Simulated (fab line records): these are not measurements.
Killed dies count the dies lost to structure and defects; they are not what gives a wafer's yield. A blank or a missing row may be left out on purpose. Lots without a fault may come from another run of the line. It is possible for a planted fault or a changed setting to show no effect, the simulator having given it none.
Chamber matching + flow nandHarc + NHARC_A_DECK1_JOINT_CMP_02 on cmp-01: 4 sister chambers
The step polishes SiOx. 14 wafers are shown with their chamber, then 7 later ones without.

== WAFERS WITH THEIR CHAMBER ==
| wafer  | chamber | motorCurrentA (A) |
|--------|---------|-------------------|
| L077.1 | 2       | 13.4              |
| L077.5 | 2       | 13.2              |
| L077.6 | 1       | 13.1              |
| L082.1 | 2       | 13.2              |
| L082.2 | 0       | 12.3              |
| L082.3 | 1       | 13.1              |
| L082.4 | 3       | 11.4              |
| L082.5 | 1       | 14.0              |
| L082.6 | 2       | 14.3              |
| L081.1 | 1       | 13.5              |
| L081.3 | 0       | 12.8              |
| L081.4 | 3       | 11.3              |
| L088.1 | 3       | 10.6              |
| L088.5 | 1       | 13.8              |

SIGNATURES, as means of the wafers listed above
| reading       | chamber 0 | chamber 1 | chamber 2 | chamber 3 | scatter within a chamber |
|---------------|-----------|-----------|-----------|-----------|--------------------------|
| motorCurrentA | 12.550    | 13.500    | 13.525    | 11.100    | 0.446                    |
Rule: distance of a wafer from a chamber = root of the sum over the readings of ((wafer's reading minus chamber's mean) / reading's scatter) squared. If the next closest chamber is less than 2 further off than the closest, the wafer can't be placed; otherwise it belongs to the closest. The scatter: the root of (the sum of the squares of (reading less its chamber's mean) over the shown wafers, divided by (wafers less chambers)).

== WAFERS WITH NO CHAMBER GIVEN ==
| wafer  | motorCurrentA (A) |
|--------|-------------------|
| L088.6 | 12.7              |
| L087.2 | 11.7              |
| L087.4 | 13.0              |
| L087.5 | 10.7              |
| L092.1 | 13.0              |
| L092.2 | 12.2              |
| L092.4 | 13.6              |

== WHICH CHAMBER EACH ONE RAN IN ==
| wafer  | from the rows above          | in truth |
|--------|------------------------------|----------|
| L088.6 | can't be placed: 0 or 1 or 2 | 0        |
| L087.2 | can't be placed: 3 or 0      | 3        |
| L087.4 | can't be placed: 0 or 1 or 2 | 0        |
| L087.5 | 3                            | 3        |
| L092.1 | can't be placed: 0 or 1 or 2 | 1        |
| L092.2 | can't be placed: 0 or 3      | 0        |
| L092.4 | can't be placed: 2 or 1      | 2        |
Correctly placed: 1 of 7. Cannot be placed on the basis of these rows: 6; the candidates contain the true chamber in 6. Wrongly placed: 0.
